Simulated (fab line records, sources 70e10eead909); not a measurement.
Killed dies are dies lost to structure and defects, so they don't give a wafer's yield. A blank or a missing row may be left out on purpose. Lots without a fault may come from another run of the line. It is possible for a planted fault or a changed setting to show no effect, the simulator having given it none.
Chamber matching || flow nandHarc || cmp-04 running NHARC_A_M0_CMP_23: 4 sister chambers
The step polishes, t overpolish 20 s, target thk 113.75 nm. 14 wafers are shown with their chamber, then 7 later ones without.

## WAFERS, EACH WITH ITS CHAMBER
{"wafer": "L075.1", "chamber": 2, "motorCurrentA (A)": 14.0, "timeToEndpointS (s)": 25, "slurryFlowMlMin": 150.8}
{"wafer": "L075.4", "chamber": 0, "motorCurrentA (A)": 12.1, "timeToEndpointS (s)": 26, "slurryFlowMlMin": 149.7}
{"wafer": "L075.6", "chamber": 3, "motorCurrentA (A)": 14.3, "timeToEndpointS (s)": 30, "slurryFlowMlMin": 149.8}
{"wafer": "L083.3", "chamber": 1, "motorCurrentA (A)": 11.4, "timeToEndpointS (s)": 29, "slurryFlowMlMin": 150.3}
{"wafer": "L083.4", "chamber": 3, "motorCurrentA (A)": 14.2, "timeToEndpointS (s)": 29, "slurryFlowMlMin": 149.5}
{"wafer": "L083.5", "chamber": 3, "motorCurrentA (A)": 13.5, "timeToEndpointS (s)": 31, "slurryFlowMlMin": 149.3}
{"wafer": "L082.1", "chamber": 1, "motorCurrentA (A)": 11.5, "timeToEndpointS (s)": 31, "slurryFlowMlMin": 149.7}
{"wafer": "L082.5", "chamber": 1, "motorCurrentA (A)": 11.4, "timeToEndpointS (s)": 30, "slurryFlowMlMin": 149.7}
{"wafer": "L082.6", "chamber": 2, "motorCurrentA (A)": 14.2, "timeToEndpointS (s)": 27, "slurryFlowMlMin": 149.9}
{"wafer": "L085.2", "chamber": 3, "motorCurrentA (A)": 13.5, "timeToEndpointS (s)": 31, "slurryFlowMlMin": 149.7}
{"wafer": "L085.4", "chamber": 0, "motorCurrentA (A)": 12.0, "timeToEndpointS (s)": 25, "slurryFlowMlMin": 150.0}
{"wafer": "L085.6", "chamber": 2, "motorCurrentA (A)": 14.4, "timeToEndpointS (s)": 28, "slurryFlowMlMin": 150.9}
{"wafer": "L089.1", "chamber": 0, "motorCurrentA (A)": 12.2, "timeToEndpointS (s)": 27, "slurryFlowMlMin": 150.1}
{"wafer": "L089.4", "chamber": 1, "motorCurrentA (A)": 11.8, "timeToEndpointS (s)": 31, "slurryFlowMlMin": 150.1}

SIGNATURES, as means of the wafers listed above
{"reading": "motorCurrentA", "chamber 0": 12.100, "chamber 1": 11.525, "chamber 2": 14.200, "chamber 3": 13.875, "scatter within a chamber": 0.278}
{"reading": "timeToEndpointS", "chamber 0": 26.00, "chamber 1": 30.25, "chamber 2": 26.67, "chamber 3": 30.25, "scatter within a chamber": 1.1}
{"reading": "slurryFlowMlMin", "chamber 0": 149.933, "chamber 1": 149.950, "chamber 2": 150.533, "chamber 3": 149.575, "scatter within a chamber": 0.333}
Rule: for a wafer and a chamber, the distance is found by dividing, reading by reading, the gap between the wafer's reading and the chamber's mean by the reading's scatter, squaring, summing and taking the root. The wafer belongs to the nearest chamber; if the next one is less than 2 further off, it can't be placed. The scatter: the root of (the sum of the squares of (reading less its chamber's mean) over the shown wafers, divided by (wafers less chambers)).

## WAFERS WITH NO CHAMBER GIVEN
{"wafer": "L089.5", "motorCurrentA (A)": 14.6, "timeToEndpointS (s)": 26, "slurryFlowMlMin": 150.4}
{"wafer": "L096.3", "motorCurrentA (A)": 11.1, "timeToEndpointS (s)": 27, "slurryFlowMlMin": 149.7}
{"wafer": "L096.4", "motorCurrentA (A)": 13.7, "timeToEndpointS (s)": 31, "slurryFlowMlMin": 150.2}
{"wafer": "L096.5", "motorCurrentA (A)": 12.4, "timeToEndpointS (s)": 27, "slurryFlowMlMin": 149.9}
{"wafer": "L095.3", "motorCurrentA (A)": 11.8, "timeToEndpointS (s)": 24, "slurryFlowMlMin": 150.2}
{"wafer": "L095.4", "motorCurrentA (A)": 11.3, "timeToEndpointS (s)": 29, "slurryFlowMlMin": 149.4}
{"wafer": "L095.6", "motorCurrentA (A)": 13.3, "timeToEndpointS (s)": 30, "slurryFlowMlMin": 150.7}

## THE CHAMBER EACH PASSED THROUGH
{"wafer": "L089.5", "from the rows above": 2, "in truth": 2}
{"wafer": "L096.3", "from the rows above": "can't be placed: 1 or 0", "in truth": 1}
{"wafer": "L096.4", "from the rows above": 3, "in truth": 3}
{"wafer": "L096.5", "from the rows above": 0, "in truth": 0}
{"wafer": "L095.3", "from the rows above": 0, "in truth": 0}
{"wafer": "L095.4", "from the rows above": 1, "in truth": 1}
{"wafer": "L095.6", "from the rows above": "can't be placed: 3 or 2", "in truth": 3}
5 of 7 placed correctly. These rows do not allow placing 2 (true chamber among the candidates in 2). Wrongly placed: 0.
